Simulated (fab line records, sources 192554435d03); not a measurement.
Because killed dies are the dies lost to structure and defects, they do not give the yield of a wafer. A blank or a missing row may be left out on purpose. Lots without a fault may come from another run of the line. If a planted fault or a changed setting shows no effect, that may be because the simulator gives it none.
Chamber matching    flow n5Finfet    N5_GATE_CUT_SAC_CAP_01 on aldSin-02: 4 sister chambers
The step material SiNx, target thk 24 nm, pulse time 1 s, ald cycles 480. 16 wafers are shown with their chamber, then 8 later ones without.

WAFERS WITH THEIR CHAMBER
wafer   chamber  heaterPowerW (W)  precursorPulseHeightRel
L074.1  3        779               1.002
L074.3  1        902               0.960
L074.5  0        805               1.018
L079.3  0        784               0.961
L079.4  2        649               1.003
L079.6  2        652               0.993
L081.2  1        903               0.980
L081.4  0        803               0.988
L081.5  3        804               0.997
L083.2  3        803               0.967
L083.4  0        831               0.988
L083.5  2        646               0.960
L087.2  1        930               1.044
L087.4  2        630               1.019
L087.6  3        786               1.002
L088.2  1        933               1.007

SIGNATURES (averages over the wafers above)
reading                  chamber 0  chamber 1  chamber 2  chamber 3  scatter within a chamber
heaterPowerW             805.75     917.00     644.25     793.00     15.1
precursorPulseHeightRel  0.98875    0.99775    0.99375    0.99200    0.0263
Rule: for each reading, subtract the chamber's mean from the wafer's reading, divide by that reading's scatter and square the result; add these up over the readings and take the root, which gives the wafer's distance from the chamber. The wafer belongs to the nearest chamber; if the next one is less than 2 further off, it can't be placed. How the scatter is found: for the shown wafers, subtract from each reading the mean of its chamber, square and add these, divide the total by (wafers less chambers), then take the root.

WAFERS WITH NO CHAMBER GIVEN
wafer   heaterPowerW (W)  precursorPulseHeightRel
L088.3  794               0.997
L088.5  894               1.000
L093.3  765               0.988
L093.4  849               1.000
L093.5  780               0.980
L097.1  809               1.011
L097.4  864               0.986
L097.5  873               1.008

WHICH CHAMBER EACH WENT THROUGH
wafer   from the rows above           in truth
L088.3  can't be placed: 3 or 0       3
L088.5  1                             1
L093.3  can't be placed: 3 or 0       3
L093.4  can't be placed: 0 or 3 or 1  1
L093.5  can't be placed: 3 or 0       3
L097.1  can't be placed: 0 or 3       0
L097.4  can't be placed: 1 or 0 or 3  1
L097.5  can't be placed: 1 or 0       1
1 of 8 placed correctly. Cannot be placed on the basis of these rows: 7; the candidates contain the true chamber in 7. Number placed wrongly: 0.
